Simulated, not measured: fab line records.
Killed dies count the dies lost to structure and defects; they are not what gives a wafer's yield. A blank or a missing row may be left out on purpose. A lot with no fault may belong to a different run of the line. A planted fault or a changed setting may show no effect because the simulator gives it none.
Matching of chambers || flow n5_finfet || N5_BEOL_M1_ILD_DEP_00 on pecvd-03 has 3 sister chambers
The step deposits SiOC from DEMS/O2, target thk 79 nm, time 15.3 s. 6 wafers are shown with their chamber, then 8 later ones without.

== WAFERS WITH THEIR CHAMBER ==
{"wafer": "L079.1", "chamber": 1, "throttle_valve_pct (%)": 12.0, "heater_power_w (W)": 415}
{"wafer": "L080.2", "chamber": 1, "throttle_valve_pct (%)": 12.1, "heater_power_w (W)": 490}
{"wafer": "L083.2", "chamber": 2, "throttle_valve_pct (%)": 11.6, "heater_power_w (W)": 369}
{"wafer": "L083.3", "chamber": 0, "throttle_valve_pct (%)": 11.5, "heater_power_w (W)": 426}
{"wafer": "L083.6", "chamber": 0, "throttle_valve_pct (%)": 11.8, "heater_power_w (W)": 424}
{"wafer": "L084.2", "chamber": 2, "throttle_valve_pct (%)": 11.4, "heater_power_w (W)": 382}

== WAFERS WHOSE CHAMBER IS MISSING ==
{"wafer": "L084.3", "throttle_valve_pct (%)": 12.0, "heater_power_w (W)": 505}
{"wafer": "L084.6", "throttle_valve_pct (%)": 11.7, "heater_power_w (W)": 376}
{"wafer": "L089.1", "throttle_valve_pct (%)": 11.7, "heater_power_w (W)": 411}
{"wafer": "L089.2", "throttle_valve_pct (%)": 11.9, "heater_power_w (W)": 478}
{"wafer": "L089.4", "throttle_valve_pct (%)": 12.0, "heater_power_w (W)": 452}
{"wafer": "L090.2", "throttle_valve_pct (%)": 11.8, "heater_power_w (W)": 427}
{"wafer": "L090.3", "throttle_valve_pct (%)": 11.2, "heater_power_w (W)": 388}
{"wafer": "L090.5", "throttle_valve_pct (%)": 11.5, "heater_power_w (W)": 384}

== THE CHAMBER EACH PASSED THROUGH ==
{"wafer": "L084.3", "from the rows above": "can't be placed: 1 or 0", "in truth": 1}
{"wafer": "L084.6", "from the rows above": "can't be placed: 2 or 0", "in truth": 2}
{"wafer": "L089.1", "from the rows above": "can't be placed: 0 or 2", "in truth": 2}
{"wafer": "L089.2", "from the rows above": "can't be placed: 1 or 0", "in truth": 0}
{"wafer": "L089.4", "from the rows above": 1, "in truth": 1}
{"wafer": "L090.2", "from the rows above": "can't be placed: 0 or 1 or 2", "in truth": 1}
{"wafer": "L090.3", "from the rows above": "can't be placed: 2 or 0", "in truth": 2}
{"wafer": "L090.5", "from the rows above": "can't be placed: 2 or 0", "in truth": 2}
Correct placement for 1 of the 8. Not placeable from these rows: 7 (in 7, the candidates include the true chamber). Placed wrongly: 0.
How it was worked out, from the rows above alone: a wafer's distance from a chamber is the root of the sum, over the readings, of the square of ((its reading less the chamber's mean) divided by the reading's scatter). The wafer belongs to the nearest chamber; if the next one is less than 2 further off, it can't be placed. For every chamber, the mean is computed from those of its wafers that are shown. The scatter: take each reading less its chamber's mean, square it, sum over the shown wafers, divide by the number of wafers less the number of chambers, and take the root.
